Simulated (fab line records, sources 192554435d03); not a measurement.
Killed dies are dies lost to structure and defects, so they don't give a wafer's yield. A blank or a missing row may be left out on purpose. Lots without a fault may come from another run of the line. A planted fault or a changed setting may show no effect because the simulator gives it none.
Problem report in the 8D (eight disciplines) form, filled by code | flow n5_finfet | the parts of the form that need people (team, actions taken, sign-off) are left out

1. THE PROBLEM
spin_speed_rpm at N5_BEOL_M6_COAT_05 reads a mean of 1670.0 rpm on 6 wafers of 2 lots; wafers without a fault read 1499.9 rpm with a standard deviation of 0.93. That is +99 or more standard deviations from the usual mean.
The step: resist thk 90 nm.
First seen on wafer L627.1, day 14 13:59, on litho_track-04. The record holds 36 wafers of 12 lots with a number at this step. Rule for "out", or "out of limits": more than 4 standard deviations from the usual mean. The other wafers with a number count as sound.

2. WHAT IT IS AND WHAT IT IS NOT
question                    | is                     | is not
which readings at this step | spin_speed_rpm         | -
which lots                  | L627, L629             | L608, L609, L610, L611, L612, L614, L615, L619, L620, L628
which wafers of those lots  | all that have a number | -
read on which tools         | litho_track-04         | litho_track-02, litho_track-03
when                        | from day 14 13:59      | up to then (27 sound wafers); but 3 sound wafers of L628 came after

3. SUSPECTS, AND WHAT RULES EACH OUT
Counting: a tool at a process step up to the reading stays a suspect if it ran every lot that is out and no sound lot after the first of them.
- uv_cure-02 at N5_BEOL_M6_CURE_74 (cures SiCOH lowk, time 240 s): kept. It ran every lot that is out, first L627 (day 14 11:53), and no sound lot after that; its last sound lot up to then is L610 (day 10 04:41).
- litho_track-04 at N5_BEOL_M6_COAT_05 (resist thk 90 nm): kept. It ran every lot that is out, first L627 (day 14 13:59), and no sound lot after that; its last sound lot up to then is L620 (day 12 23:40). Its own readings are out on those wafers: spin_speed_rpm.
Left after counting: uv_cure-02 at N5_BEOL_M6_CURE_74, litho_track-04 at N5_BEOL_M6_COAT_05.

4. THE CAUSE (what the simulator had put in)
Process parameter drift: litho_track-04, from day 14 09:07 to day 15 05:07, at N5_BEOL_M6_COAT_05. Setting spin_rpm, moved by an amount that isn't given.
Counting left 2 suspects, and this tool is among them.

5. THE CHAIN OF EFFECTS, in route order
Each row: a reading whose mean over the struck wafers that have a number lies more than 3 standard deviations from the usual. Only readings for which the record gives a usual standard deviation are gone through. hours: the time from each lot's start at the first step in this table that gives one to its start at this step, as a median over the lots. sigmas: the change in usual standard deviations.
hours | step               | reading        | usual      | on struck wafers | change | sigmas
0     | N5_BEOL_M6_COAT_05 | spin_speed_rpm | 1499.9 rpm | 1670.0           | +170.1 | +99 or more
The process steps in it:
- N5_BEOL_M6_COAT_05: resist thk 90 nm.

6. WHAT WOULD HAVE CAUGHT IT SOONER
In this record the first reading out of limits was taken at day 14 13:59, 5 hours after the fault began at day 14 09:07.
